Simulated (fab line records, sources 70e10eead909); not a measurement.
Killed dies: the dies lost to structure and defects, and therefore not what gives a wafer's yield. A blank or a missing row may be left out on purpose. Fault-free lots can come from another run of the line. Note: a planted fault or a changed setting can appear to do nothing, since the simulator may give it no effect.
Problem report, 8D (eight disciplines) form, completed by code :: flow nandHarc :: the parts of the form that need people (team, actions taken, sign-off) are left out

## 1. WHAT WENT WRONG
Wafers without a fault read 119.8 nm, standard deviation 0.9; cdNm at NHARC_P_GATE_CD_MEAS_26 reads a mean of 137.9 nm on 6 wafers belonging to 2 lots. That puts it +20 standard deviations away from the usual mean.
The step: target cd 120 nm.
Seen first at day 13 10:10 on cdSem-02, wafer L405.2. Wafers with a number at this step in the record: 42, from 14 lots. Rule for "out", or "out of limits": more than 4 standard deviations from the usual mean. The rest of the wafers with a number are treated as sound.

## 2. WHAT IT IS, WHAT IT ISN'T
question: which readings at this step
is: cdNm
is not: -

question: which lots
is: L405, L406
is not: L385, L387, L389, L390, L391, L393, L394, L396, L400, L404, L407, L408

question: which wafers of those lots
is: all that have a number
is not: -

question: read on which gauges
is: cdSem-01, cdSem-02
is not: cdSem-03

question: when
is: from day 13 10:10
is not: up to then (30 sound wafers); but 6 sound wafers of L407, L408 came after

## 3. WHAT RULES OUT EACH SUSPECT
Counting: any tool at a process step up to the reading is kept as a suspect provided that every lot that is out went through it and no sound lot did after the first of them.
- the gauge at NHARC_P_GATE_CD_MEAS_26: ruled out. The wafers that are out were read on 2 gauges (cdSem-01, cdSem-02).
- rieDiel-03 at NHARC_P_STI_ETCH_31 (etches the open film in CF4/CHF3, target depth 108.9 nm, time 54.5 s): ruled out as a lasting fault. The sound lots L407 went through it after L405, its earliest lot that is out (day 13 10:05). NHARC_P_STI_ETCH_31 gives no start for some lots, so the hours and the order of its lots are those of NHARC_P_GATE_PEB_24.
- lithoTrack-01 at NHARC_P_GATE_PEB_24 (peb time 65 s): kept. It processed each lot that is out, first L405 at day 13 10:05, and no sound lot thereafter; up to then, the last sound lot it processed was L396 at day 9 13:13. Its own readings are out on those wafers: heaterPowerTotalW, plateTempC.
The count leaves lithoTrack-01 at NHARC_P_GATE_PEB_24.

## 4. THE CAUSE (what the simulator had put in)
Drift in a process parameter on lithoTrack-01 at NHARC_P_GATE_PEB_24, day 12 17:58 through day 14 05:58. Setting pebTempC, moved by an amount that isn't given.
This tool alone remained once counting was done.

## 5. SEQUENCE OF EFFECTS, ordered by route
Each row: a reading where the mean over the struck wafers with a number is more than 3 standard deviations away from the usual. Only readings for which the record gives a usual standard deviation are gone through. hours: the time from each lot's start at the first step in this table that gives one to its start at this step, as a median over the lots. sigmas: the change in usual standard deviations.
hours: 0
step: NHARC_P_GATE_PEB_24
reading: heaterPowerTotalW
usual: 156.7 W
on struck wafers: 147.0
change: -9.7
sigmas: -24

hours: 0
step: NHARC_P_GATE_PEB_24
reading: plateTempC
usual: 99.98 C
on struck wafers: 95.51
change: -4.47
sigmas: -41

hours: 0
step: NHARC_P_GATE_CD_MEAS_26
reading: cdNm
usual: 119.8 nm
on struck wafers: 137.9
change: +18.1
sigmas: +20
The process steps in it:
- NHARC_P_GATE_PEB_24: peb time 65 s.

## 6. WHAT WOULD HAVE CAUGHT IT SOONER
Counted from the fault's start at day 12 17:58, it took 16 hours until the first out-of-limits reading at a measuring or inspecting step in this record, taken at day 13 10:10.
At NHARC_P_GATE_PEB_24, the tool's own readings (heaterPowerTotalW, plateTempC) were out on each struck wafer the step has a row for, so an alarm limit on them would have fired on the first such wafer.
Lots out: 2; of these, L406 started NHARC_P_GATE_PEB_24 on lithoTrack-01 after day 13 10:10. Had the tool been put on hold then, it would have been spared.
